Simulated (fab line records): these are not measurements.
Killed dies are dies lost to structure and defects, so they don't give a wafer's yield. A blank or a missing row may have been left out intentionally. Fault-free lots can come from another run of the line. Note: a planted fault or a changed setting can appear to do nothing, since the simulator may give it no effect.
Matching of chambers    flow n5-finfet    N5_BEOL_M0_SAQP_MANDREL_ETCH_20 on rie-si-04: 4 sister chambers
The step etches a-Si in HBr/Cl2, stops on SiNx, target depth 60 nm, bt time 10 s, time 30 s. 4 wafers are shown with their chamber, then 7 later ones without.

## WAFERS WITH THEIR CHAMBER
wafer   chamber  drypump-motor-current-A (A)
L079.3  3        5.9
L087.5  2        6.2
L089.2  1        5.1
L089.3  0        5.3

## WAFERS WITH NO CHAMBER GIVEN
wafer   drypump-motor-current-A (A)
L089.5  6.1
L091.1  5.2
L091.4  6.2
L091.6  5.3
L094.3  5.1
L094.5  6.1
L094.6  5.9

## EACH ONE'S CHAMBER
wafer   from the rows above      in truth
L089.5  can't be placed: 2 or 3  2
L091.1  can't be placed: 0 or 1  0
L091.4  2                        2
L091.6  0                        0
L094.3  1                        1
L094.5  can't be placed: 2 or 3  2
L094.6  3                        3
Correctly placed: 4 of 7. These rows do not allow placing 3 (true chamber among the candidates in 3). Placed wrongly: 0.
How it was worked out, from the rows above alone: a wafer's distance from a chamber is the root of the sum, over the readings, of the square of ((its reading less the chamber's mean) divided by the reading's scatter). If the next closest chamber is less than 2 further off than the closest, the wafer can't be placed; otherwise it belongs to the closest. A chamber's mean is the mean of its shown wafers. The scatter: root of mean squared gap, hidden wafer to nearest shown wafer, with one shown wafer a chamber.
